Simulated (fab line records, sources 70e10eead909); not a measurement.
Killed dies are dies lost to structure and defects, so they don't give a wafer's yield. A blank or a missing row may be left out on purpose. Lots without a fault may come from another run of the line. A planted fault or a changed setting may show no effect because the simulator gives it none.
A struck lot beside a sound one | flow nand_harc | 15 steps out of a route of 1302
Sound: wafers L289.2, L289.3, L289.6. Struck: wafers L302.3, L302.4, L302.5. The cause comes at the end.
At each step with rows: each side's tool, then ch and its chambers, then its first start. Under that, the readings that differ: sound wafers | struck wafers | difference of the means | sigmas: that difference in standard deviations of wafers without a fault.
alike: readings whose means differ by less than 2 such deviations, and words and numbers that are the same on both sides. not compared: withheld readings, readings that some wafer has no value for, bounds like >300 that may hide the same value, and numbers for which the record gives no deviation and whose values overlap.
The two part at a step that has a row with sigmas, a row that says differs or no value, or rows on one side only. Numbers that don't overlap but have no deviation are shown without sigmas and don't part them. A reading that every wafer of one side lacks parts them only if that side has two wafers or more.

NHARC_A_ONON_D2_THK_MEAS_14: measures by ellipsometry.
  sound on film_metro-01, day 14 23:45; struck on film_metro-02, day 20 14:09
  alike: thk_nm
then, 2 steps without rows for these wafers: NHARC_A_ONON_D2_ANNEAL_15 (time 3600 s); NHARC_A_ONON_D2_DEP_16 (target thk 1000 nm).
NHARC_A_ONON_D2_THK_MEAS_18: measures by ellipsometry.
  sound on film_metro-01, day 15 07:32; struck on film_metro-02, day 20 21:53
  alike: thk_nm
then, 1 step without rows for these wafers: NHARC_A_ONON_D2_DEP_19 (target thk 1000 nm).
NHARC_A_ONON_D2_THK_MEAS_21: measures by ellipsometry.
  sound on film_metro-01, day 15 08:06; struck on film_metro-02, day 20 22:28
  alike: thk_nm
then, 1 step without rows for these wafers: NHARC_A_ONON_D2_DEP_22 (target thk 1000 nm).
NHARC_A_ONON_D2_THK_MEAS_24: measures by ellipsometry.
  sound on film_metro-01, day 15 08:40; struck on film_metro-01, day 20 23:01
  reading     | sound       | struck         | difference | sigmas
  thk_nm (nm) | 986 987 986 | 1016 1014 1015 | +29        | +3
then, 1 step without rows for these wafers: NHARC_A_ONON_D2_DEP_25 (target thk 1000 nm).
NHARC_A_ONON_D2_THK_MEAS_27: measures by ellipsometry.
  sound on film_metro-01, day 15 09:14; struck on film_metro-02, day 20 23:35
  alike: thk_nm
then, 1 step without rows for these wafers: NHARC_A_ONON_D2_DEP_28 (target thk 1000 nm).
NHARC_A_ONON_D2_THK_MEAS_30: measures by ellipsometry.
  sound on film_metro-02, day 15 09:48; struck on film_metro-01, day 21 00:10
  reading     | sound          | struck      | difference | sigmas
  thk_nm (nm) | 1013 1012 1015 | 988 988 989 | -25        | -3
NHARC_A_ONON_D2_DEP_33: deposits SiO2, target thk 200 nm.
  sound on pecvd-01 ch 0,1, day 15 09:54; struck on pecvd-03 ch 0,1,2, day 21 00:16
  reading                | sound             | struck               | difference | sigmas
  heater_power_w (W)     | 657 718 727       | 468 492 515          | -209       | -2
  rf_fwd_power_W (W)     | 901.5 899.9 901.7 | 1000.6 1000.7 1009.1 | +102.4     | +35
  throttle_valve_pct (%) | 15.5 15.4 15.2    | 15.9 16.7 16.9       | +1.1       | +2
  alike: chamber_pressure_Torr
NHARC_A_ONON_D2_THK_MEAS_34: measures by ellipsometry.
  sound on film_metro-02, day 15 10:16; struck on film_metro-01, day 21 00:38
  alike: thk_nm
then, 1 step without rows for these wafers: NHARC_END_SORT_01.

WHERE THEY PART
First at NHARC_A_ONON_D2_THK_MEAS_24; last, within this record, at NHARC_A_ONON_D2_DEP_33. Later steps at which nothing parts them and some readings are alike: NHARC_A_ONON_D2_THK_MEAS_34.

WHY: what the simulator had put in
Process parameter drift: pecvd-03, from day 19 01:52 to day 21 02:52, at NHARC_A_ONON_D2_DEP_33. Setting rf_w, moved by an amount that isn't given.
